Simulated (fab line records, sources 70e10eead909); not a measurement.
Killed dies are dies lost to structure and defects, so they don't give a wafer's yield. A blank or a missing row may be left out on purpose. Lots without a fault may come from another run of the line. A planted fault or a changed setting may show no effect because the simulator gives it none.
fab line records | flow nand_harc
record lots=13 wafers=39 last_day=34
route steps=1302 shown P_STI@83 P_GATE@122 END@1302
lots that met no fault: from a run of the same line without faults
start_h: hours from the record's first day to the start of the lot's first wafer shown | wait_h: hours since the lot's step before | " the same as in the row above | L1.1+2: a row that stands for several wafers | - no value, or no start given | * or withheld: withheld | < > ~ a bound
route shown NAME@n: a module of which the file shows steps, and the number in the route of the first | usual: mean/standard deviation of fault-free wafers | same: alike in all rows | chamber/n: place in a boat | sites: the reading at each site | _std_site: their standard deviation | _edge_site: outer sites' mean less inner sites' | radius_mm: how far each site lies from the wafer's centre | mask NAME#n: copy n | behind: the tool/chamber that last shaped the wafer | hold: why the lot was held/for how many hours/how that ended | device: the transistor (n, p or np) that didn't switch | end of line: the same wafers' tests at the end of the route | a step without rows: its recipe alone | killed: dies lost to structure and defects at the first sort, not the wafer's yield | map: a wafer's dies, x killed, . not, _ none there
set.NAME: the setting as run; set.NAME@STEP: as run at that earlier step | model.NAME: the simulator's own value behind a step, which no gauge read
steps of the route over a sample of lots; a table a step, a row a wafer
services: from which hour (start_h, from the record's first day; less than 0 if before it) a tool's chamber was out of use, for how many hours, and why
## steps
# step NHARC_P_STI_CD_MEAS_09
# recipe target_cd_nm=200 landing_energy_ev=500
# usual cd_nm=199.3/1.5
# columns lot.wafer tool chamber start_h wait_h cd_nm
L982.3 cd_sem-02 0 44.27 - 198.6
L982.4 " 0 " " 200.1
L982.6 " 0 " " 198.7
L984.1 cd_sem-03 0 63.88 - 199.2
L984.4 " 0 " " 200.4
L984.6 " 0 " " 200.2
L985.1 cd_sem-03 0 73.64 - 198.8
L985.3 " 0 " " 200.8
L985.5 " 0 " " 197.6
L986.2 cd_sem-02 0 84.37 - 196.6
L986.3 " 0 " " 199.3
L986.4 " 0 " " 197.9
L987.1 cd_sem-03 0 93.52 - 197.8
L987.4 " 0 " " 196.4
L987.5 " 0 " " 195.9
L988.3 cd_sem-02 0 103.33 - 200.4
L988.4 " 0 " " 198.2
L988.5 " 0 " " 201.4
L989.2 cd_sem-02 0 113.13 - 200.7
L989.5 " 0 " " 200.9
L989.6 " 0 " " 199.7
L991.1 cd_sem-02 0 135.15 - 200.2
L991.2 " 0 " " 198.7
L991.6 " 0 " " 199.0
L992.1 cd_sem-03 0 142.92 - 196.4
L992.3 " 0 " " 198.5
L992.6 " 0 " " 197.2
L994.2 cd_sem-02 0 167.65 - 201.0
L994.4 " 0 " " 199.6
L994.6 " 0 " " 199.9
L995.2 cd_sem-01 0 176.35 - 203.2
L995.3 " 0 " " 202.9
L995.5 " 0 " " 200.8
L104.2 cd_sem-03 0 265.17 - 200.9
L104.5 " 0 " " 200.1
L104.6 " 0 " " 199.9
L105.1 cd_sem-02 0 274.38 - 196.7
L105.4 " 0 " " 197.5
L105.5 " 0 " " 198.7
# step NHARC_P_STI_DESCUM_14
# recipe time_s=3 o2_flow_sccm=200 ar_flow_sccm=0 bias_power_w=0 chemistry=O2
# usual drypump_motor_current_A=5.8/0.37 oes_product_au=0.997/0.007 rf_vpp_V=57.7/0.9 showerhead_plenum_p_Torr=1.90/0.079 throttle_valve_pct=11.313/0.0088
# columns lot.wafer tool chamber start_h wait_h drypump_motor_current_A oes_product_au rf_hours_counter_h rf_vpp_V showerhead_plenum_p_Torr throttle_valve_pct
L982.3 rie_diel-08 1 44.54 - 6.2 0.988 1.4 57.6 1.89 11.315
L982.4 " 2 " " 5.8 0.995 1.8 56.8 1.95 11.306
L982.6 " 0 " " 6.4 0.988 - 57.9 1.99 11.320
L984.4 rie_diel-13 1 64.14 - 5.0 0.997 5.4 56.4 1.88 11.316
L984.1 " 3 " " 5.4 0.996 5.5 58.7 2.01 11.321
L984.6 " 1 " " 5.1 0.995 - 58.0 1.88 11.321
L985.3 rie_diel-05 3 73.91 - 5.8 1.007 0.9 60.7 2.07 11.313
L985.1 " 1 " " 5.9 1.007 1.1 59.6 1.83 11.307
L985.5 " 3 " " 5.8 1.004 - 57.7 2.07 11.306
L986.4 rie_diel-08 2 84.64 - 5.8 1.000 3.8 57.3 1.94 11.324
L986.3 " 3 " " 5.6 0.986 4.6 57.9 1.94 11.323
L986.2 " 0 " " 6.4 0.988 4.5 57.8 1.99 11.312
L987.1 rie_diel-08 0 93.78 - 6.4 0.992 5.1 57.7 1.99 11.313
L987.4 " 2 " " 5.8 0.997 4.2 58.0 1.94 11.305
L987.5 " 0 " " 6.4 1.008 - 57.0 1.99 11.336
L988.4 rie_diel-08 3 103.61 - 5.6 0.991 5.7 58.2 1.94 11.317
L988.3 " 0 " " 6.4 0.998 5.8 58.2 1.99 11.314
L988.5 " 2 " " 5.8 0.994 - 59.0 1.94 11.315
L989.2 rie_diel-08 3 113.41 - 5.6 0.994 6.4 58.8 1.94 11.323
L989.5 " 1 " " 6.2 1.003 - 58.6 1.89 11.304
L989.6 " 2 " " 5.8 1.007 - 57.2 1.94 11.323
L991.2 rie_diel-13 3 135.42 - 5.4 1.010 9.9 58.4 2.01 11.294
L991.1 " 0 " " 6.3 1.004 9.3 58.0 1.82 11.312
L991.6 " 2 " " 5.6 0.993 - 57.5 1.82 11.313
L992.1 rie_diel-08 2 143.18 - 5.8 0.997 6.5 57.8 1.94 11.314
L992.3 " 3 " " 5.6 1.005 7.8 58.3 1.94 11.308
L992.6 " 3 " " 5.6 0.998 - 56.9 1.94 11.328
L994.4 rie_diel-08 1 167.91 - 6.2 1.013 6.0 57.4 1.89 11.316
L994.2 " 2 " " 5.8 1.004 7.2 57.8 1.94 11.317
L994.6 " 1 " " 6.2 0.996 - 57.8 1.89 11.307
L995.2 rie_diel-13 0 176.63 - 6.3 0.996 0.0 55.8 1.82 11.298
L995.3 " 1 " " 5.0 0.994 0.1 58.4 1.88 11.306
L995.5 " 3 " " 5.4 0.984 - 57.5 2.01 11.305
L104.2 rie_diel-05 0 265.43 - 5.8 1.008 1.1 58.2 1.79 11.325
L104.6 " 3 " " 5.8 0.993 - 57.4 2.06 11.320
L104.5 " 0 " " 5.8 1.011 - 57.3 1.79 11.311
L105.1 rie_diel-08 3 274.65 - 5.6 0.999 4.2 57.4 1.94 11.300
L105.4 " 3 " " 5.6 0.992 - 57.7 1.93 11.310
L105.5 " 1 " " 6.2 1.003 - 58.5 1.89 11.314
# step NHARC_P_GATE_CD_MEAS_11
# recipe target_cd_nm=1640 landing_energy_ev=500
# usual cd_nm=1639.9/1.5
# columns lot.wafer tool chamber start_h wait_h cd_nm
L982.3 cd_sem-03 0 83.15 - 1640.5
L982.4 " 0 " " 1640.1
L982.6 " 0 " " 1641.3
L984.1 cd_sem-02 0 98.16 - 1638.4
L984.4 " 0 " " 1639.6
L984.6 " 0 " " 1638.5
L985.1 cd_sem-01 0 110.68 - 1641.8
L985.3 " 0 " " 1640.8
L985.5 " 0 " " 1640.9
L986.2 cd_sem-02 0 126.08 - 1639.2
L986.3 " 0 " " 1639.3
L986.4 " 0 " " 1639.3
L987.1 cd_sem-03 0 135.55 - 1639.8
L987.4 " 0 " " 1640.3
L987.5 " 0 " " 1640.8
L988.3 cd_sem-03 0 140.78 - 1637.2
L988.4 " 0 " " 1639.4
L988.5 " 0 " " 1640.4
L989.2 cd_sem-03 0 156.63 - 1641.5
L989.5 " 0 " " 1640.1
L989.6 " 0 " " 1640.3
L991.1 cd_sem-01 0 172.79 - 1641.7
L991.2 " 0 " " 1640.5
L991.6 " 0 " " 1641.6
L992.1 cd_sem-03 0 180.12 - 1637.6
L992.3 " 0 " " 1637.4
L992.6 " 0 " " 1638.3
L994.2 cd_sem-02 0 204.57 - 1637.7
L994.4 " 0 " " 1639.2
L994.6 " 0 " " 1639.3
L995.2 cd_sem-03 0 228.68 - 1641.1
L995.3 " 0 " " 1639.8
L995.5 " 0 " " 1640.3
L104.2 cd_sem-02 0 301.54 - 1639.5
L104.5 " 0 " " 1639.0
L104.6 " 0 " " 1638.5
L105.1 cd_sem-02 0 309.10 - 1641.4
L105.4 " 0 " " 1640.9
L105.5 " 0 " " 1642.0
# step NHARC_P_GATE_SOFTBAKE_21
# recipe temp_c=105 time_s=55
# usual heater_power_total_W=188.44/0.13 resist_line_temp_C=22.98/0.1
# columns lot.wafer tool chamber start_h wait_h heater_power_total_W resist_line_temp_C
L982.3 litho_track-01 0 101 - 188.34 22.84
L982.4 " 0 " " 188.62 22.90
L982.6 " 0 " " 188.27 22.81
L984.1 litho_track-01 0 111 - 188.38 23.06
L984.4 " 0 " " 188.47 22.91
L984.6 " 0 " " 188.29 22.89
L985.1 litho_track-04 0 127 - 188.35 23.15
L985.3 " 0 " " 188.33 23.19
L985.5 " 0 " " 188.73 23.12
L986.2 litho_track-01 0 142 - 188.42 22.96
L986.3 " 0 " " 188.43 23.07
L986.4 " 0 " " 188.36 23.04
L987.1 litho_track-04 0 149 - 188.46 22.96
L987.4 " 0 " " 188.33 22.89
L987.5 " 0 " " 188.41 23.02
L988.3 litho_track-04 0 157 - 188.65 22.95
L988.4 " 0 " " 188.31 23.08
L988.5 " 0 " " 188.44 22.89
L989.2 litho_track-01 0 173 - 188.34 22.99
L989.5 " 0 " " 188.47 22.85
L989.6 " 0 " " 188.48 23.00
L991.1 litho_track-06 0 187 - 188.38 22.96
L991.2 " 0 " " 188.66 23.02
L991.6 " 0 " " 188.49 22.70
L992.1 litho_track-01 0 193 - 188.49 22.78
L992.3 " 0 " " 188.47 22.77
L992.6 " 0 " " 188.64 22.85
L994.2 litho_track-01 0 220 - 193.89 23.01
L994.4 " 0 " " 193.84 22.89
L994.6 " 0 " " 193.86 22.93
L995.2 litho_track-01 0 244 - 194.15 22.87
L995.3 " 0 " " 193.95 22.99
L995.5 " 0 " " 193.79 22.95
L104.2 litho_track-04 0 321 - 188.68 22.92
L104.5 " 0 " " 188.29 22.82
L104.6 " 0 " " 188.33 23.00
L105.1 litho_track-06 0 323 - 188.37 22.85
L105.4 " 0 " " 188.35 23.01
L105.5 " 0 " " 188.42 23.07
# step NHARC_END_SORT_01
# recipe temp_c=25
# usual killed_at_array=53/21 killed_at_other=1.0/1.3 killed_at_periphery=3.8/2.4 killed_dies=58/21 killed_open=3.4/1.9 killed_short=2.4/1.5
# same gross_dies=677
# columns lot.wafer tool chamber start_h wait_h killed_at_array killed_at_other killed_at_periphery killed_dies killed_open killed_short
L985.1 prober-01 0 590.64 2.6 79 1 4 84 1 2
L985.3 prober-01 0 592.26 3.2 81 0 5 86 4 3
L985.5 prober-01 0 593.89 3.8 78 0 5 83 3 4
L987.1 prober-01 0 602.46 2.5 34 0 3 37 3 0
L987.4 prober-01 0 604.90 3.4 54 1 4 59 6 2
L987.5 prober-01 0 605.71 3.7 58 1 2 61 3 3
L989.2 prober-02 0 664.37 2.8 16 0 5 21 6 3
L989.5 prober-02 0 666.73 3.6 27 0 5 32 2 1
L989.6 prober-02 0 667.51 3.9 23 0 4 27 2 5
L991.1 prober-01 0 671.51 2.5 51 4 3 58 4 1
L991.2 prober-01 0 672.30 2.8 49 1 5 55 5 2
L991.6 prober-01 0 675.46 4.0 51 2 3 56 5 7
L992.1 prober-02 0 677.03 2.5 47 1 2 50 2 3
L992.3 prober-02 0 678.64 3.1 56 1 0 57 3 4
L992.6 prober-02 0 681.05 4.0 74 2 3 79 1 3
L994.2 prober-02 0 692.30 2.8 56 0 9 65 1 2
L994.4 prober-02 0 693.89 3.4 65 0 5 70 1 4
L994.6 prober-02 0 695.47 4.0 51 2 5 58 4 0
# killed by level:class
L985.1 A_CHANNEL_HOLE_D1:chamber_film_flake=31 A_SLIT:chamber_film_flake=21 A_CHANNEL_HOLE_D2:chamber_film_flake=14 A_DECK1_JOINT:chamber_film_flake=3 A_STAIRCASE:chamber_film_flake=3 A_CONTACT:chamber_film_flake=3 P_CONTACT:chamber_film_flake=2 A_ONON_D2:geometric_particle:short=1
L985.3 A_CHANNEL_HOLE_D2:chamber_film_flake=35 A_SLIT:chamber_film_flake=18 A_CHANNEL_HOLE_D1:chamber_film_flake=16 A_CONTACT:chamber_film_flake=5 P_CONTACT:geometric_particle:open=1 P_M0:geometric_particle:open=1 A_CHANNEL_HOLE_D1:geometric_particle:short=1 A_WL_FILL:geometric_particle:open=1
L985.5 A_CHANNEL_HOLE_D1:chamber_film_flake=37 A_SLIT:chamber_film_flake=18 A_CHANNEL_HOLE_D2:chamber_film_flake=15 A_WL_FILL:geometric_particle:short=2 A_WL_FILL:geometric_particle:open=2 P_CONTACT:chamber_film_flake=2 P_M1:geometric_particle:short=1 A_CHANNEL_FILL_D1:geometric_particle:short=1
L987.1 A_CHANNEL_HOLE_D1:chamber_film_flake=13 A_CHANNEL_HOLE_D2:chamber_film_flake=12 A_STAIRCASE:chamber_film_flake=3 A_WL_FILL:chamber_film_flake=2 A_CONTACT:chamber_film_flake=2 P_M0:geometric_particle:open=1 A_ONON_D1:geometric_particle:open=1 A_CHANNEL_FILL_D1:geometric_particle:open=1
L987.4 A_CHANNEL_HOLE_D1:chamber_film_flake=35 A_CHANNEL_HOLE_D2:chamber_film_flake=7 A_ONON_D1:geometric_particle:open=2 A_SLIT:chamber_film_flake=2 P_CONTACT:geometric_particle:open=1 P_CONTACT:geometric_particle:short=1 A_CHANNEL_FILL_D1:geometric_particle:open=1 A_DECK1_JOINT:geometric_particle:short=1
L987.5 A_CHANNEL_HOLE_D1:chamber_film_flake=38 A_CHANNEL_HOLE_D2:chamber_film_flake=10 A_STAIRCASE:chamber_film_flake=2 P_STI:geometric_particle:short=1 P_GATE:geometric_particle:short=1 A_ONON_D1:geometric_particle:open=1 A_CHANNEL_FILL_D1:geometric_particle:short=1 A_CHANNEL_FILL_D1:geometric_particle:open=1
L989.2 A_CHANNEL_HOLE_D2:chamber_film_flake=3 A_M1:geometric_particle:open=2 A_CHANNEL_HOLE_D1:chamber_film_flake=2 P_CONTACT:geometric_particle:open=1 P_M0:geometric_particle:open=1 A_CHANNEL_FILL_D1:geometric_particle:open=1 A_ONON_D2:geometric_particle:short=1 A_WL_FILL:geometric_particle:open=1
L989.5 A_CHANNEL_HOLE_D2:chamber_film_flake=13 P_ZERO_WELL:chamber_film_flake=4 A_CHANNEL_HOLE_D1:chamber_film_flake=4 A_SLIT:chamber_film_flake=2 A_WL_FILL:chamber_film_flake=2 A_M0:chamber_film_flake=2 A_CONTACT:geometric_particle:open=1 A_BLC:geometric_particle:short=1
L989.6 A_CHANNEL_HOLE_D2:chamber_film_flake=10 A_ONON_D1:geometric_particle:short=2 A_CHANNEL_FILL_D2:geometric_particle:short=2 P_ZERO_WELL:chamber_film_flake=2 A_CHANNEL_HOLE_D1:chamber_film_flake=2 A_WL_FILL:chamber_film_flake=2 P_BONDPAD:geometric_particle:short=1 A_DECK1_JOINT:geometric_particle:open=1
L991.1 A_SLIT:chamber_film_flake=20 A_CHANNEL_HOLE_D2:chamber_film_flake=14 A_M1:chamber_film_flake=4 A_CHANNEL_HOLE_D1:chamber_film_flake=4 A_CONTACT:chamber_film_flake=4 THIN_TSV:chamber_film_flake=4 P_M0:geometric_particle:open=2 A_M0:geometric_particle:open=2
L991.2 A_SLIT:chamber_film_flake=18 A_CHANNEL_HOLE_D2:chamber_film_flake=14 A_CONTACT:chamber_film_flake=5 A_CHANNEL_HOLE_D1:chamber_film_flake=3 A_STAIRCASE:chamber_film_flake=3 A_M1:chamber_film_flake=2 P_CONTACT:geometric_particle:open=1 P_M0:geometric_particle:open=1
L991.6 A_SLIT:chamber_film_flake=16 A_CHANNEL_HOLE_D2:chamber_film_flake=14 A_CONTACT:chamber_film_flake=4 A_M1:chamber_film_flake=3 A_WL_FILL:geometric_particle:short=2 A_WL_FILL:geometric_particle:open=2 A_CHANNEL_HOLE_D1:chamber_film_flake=2 A_STAIRCASE:chamber_film_flake=2
L992.1 A_SLIT:chamber_film_flake=18 A_CHANNEL_HOLE_D1:chamber_film_flake=16 A_WL_FILL:chamber_film_flake=2 A_M1:chamber_film_flake=2 P_CONTACT:geometric_particle:open=1 A_ONON_D1:geometric_particle:short=1 A_DECK1_JOINT:geometric_particle:short=1 A_WL_FILL:geometric_particle:short=1
L992.3 A_SLIT:chamber_film_flake=23 A_CHANNEL_HOLE_D1:chamber_film_flake=16 A_CONTACT:chamber_film_flake=6 A_ONON_D1:geometric_particle:short=1 A_CHANNEL_FILL_D1:geometric_particle:short=1 A_ONON_D2:geometric_particle:open=1 A_SGD_CUT:geometric_particle:open=1 A_WL_FILL:geometric_particle:short=1
L992.6 A_CHANNEL_HOLE_D1:chamber_film_flake=36 A_SLIT:chamber_film_flake=24 A_CONTACT:chamber_film_flake=5 A_M0:geometric_particle:short=2 A_DECK1_JOINT:chamber_film_flake=2 A_STAIRCASE:chamber_film_flake=2 A_SGD_CUT:chamber_film_flake=2 THIN_TSV:chamber_film_flake=2
L994.2 A_SLIT:chamber_film_flake=21 A_CHANNEL_HOLE_D2:chamber_film_flake=9 A_STAIRCASE:chamber_film_flake=9 P_BONDPAD:chamber_film_flake=5 A_CHANNEL_HOLE_D1:chamber_film_flake=5 A_CONTACT:chamber_film_flake=3 P_M1:chamber_film_flake=2 A_SGD_CUT:chamber_film_flake=2
L994.4 A_SLIT:chamber_film_flake=22 A_CHANNEL_HOLE_D2:chamber_film_flake=11 A_STAIRCASE:chamber_film_flake=10 A_CHANNEL_HOLE_D1:chamber_film_flake=5 A_CHANNEL_FILL_D1:chamber_film_flake=3 A_WL_FILL:chamber_film_flake=3 A_CONTACT:chamber_film_flake=3 P_ZERO_WELL:chamber_film_flake=2
L994.6 A_SLIT:chamber_film_flake=16 A_STAIRCASE:chamber_film_flake=10 A_CHANNEL_HOLE_D2:chamber_film_flake=9 A_CHANNEL_HOLE_D1:chamber_film_flake=6 P_BONDPAD:chamber_film_flake=3 A_CONTACT:chamber_film_flake=3 A_BONDPAD:chamber_film_flake=3 A_ONON_D2:geometric_particle:open=2
## services
# columns tool chamber start_h hours kind
rie_diel-08 0 22.80 - clean
rie_diel-08 1 23.46 2.0 repair
litho_track-04 - 28.00 7.0 pm
rie_diel-08 1 50.06 4.2 repair
rie_diel-05 3 51.71 4.7 repair
rie_diel-05 - 52.60 9.0 pm
rie_diel-13 0 71.42 2.6 repair
rie_diel-08 - 79.29 2.7 repair
rie_diel-08 - 105.61 2.4 repair
rie_diel-05 3 151.34 6.8 repair
litho_track-01 - 155.00 7.0 pm
rie_diel-13 - 165.00 9.0 pm
litho_track-06 - 179.00 7.0 pm
rie_diel-08 - 190.80 9.0 pm
rie_diel-05 3 197.69 20.2 repair
litho_track-04 - 203.00 7.0 pm
rie_diel-05 - 229.60 9.0 pm
rie_diel-08 1 238.27 7.7 repair
rie_diel-08 - 242.98 0.8 repair
rie_diel-13 2 261.36 6.1 repair
rie_diel-05 3 267.31 5.5 repair
rie_diel-08 0 274.41 3.5 repair
rie_diel-05 3 310.83 8.0 repair
rie_diel-13 2 313.72 8.4 repair
## key
first_sign step=NHARC_P_GATE_SOFTBAKE_21 reading=heater_power_total_W direction=up sigmas=43 usual=* struck=*
effect none on later readings
met_at NHARC_P_GATE_SOFTBAKE_21
struck_lots L994,L995
tester_left_out L994,L995
not_acting_at NHARC_P_STI_CD_MEAS_09,NHARC_P_STI_DESCUM_14,NHARC_P_GATE_CD_MEAS_11
onset_between 193 220
fault kind=process_parameter_drift tool=litho_track-01 chamber=- onset_h=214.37 steps=NHARC_P_GATE_SOFTBAKE_21 channel=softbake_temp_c offset=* shape=step end_h=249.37 acts_in=* stated=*
# tester_left_out: of these lots the tester's yield and bins aren't shown, on N5 and GAA mostly nor the transistor test; their killed dies are dies lost to structure and defects alone, not to doping, threshold or leakage, so they don't give the yield
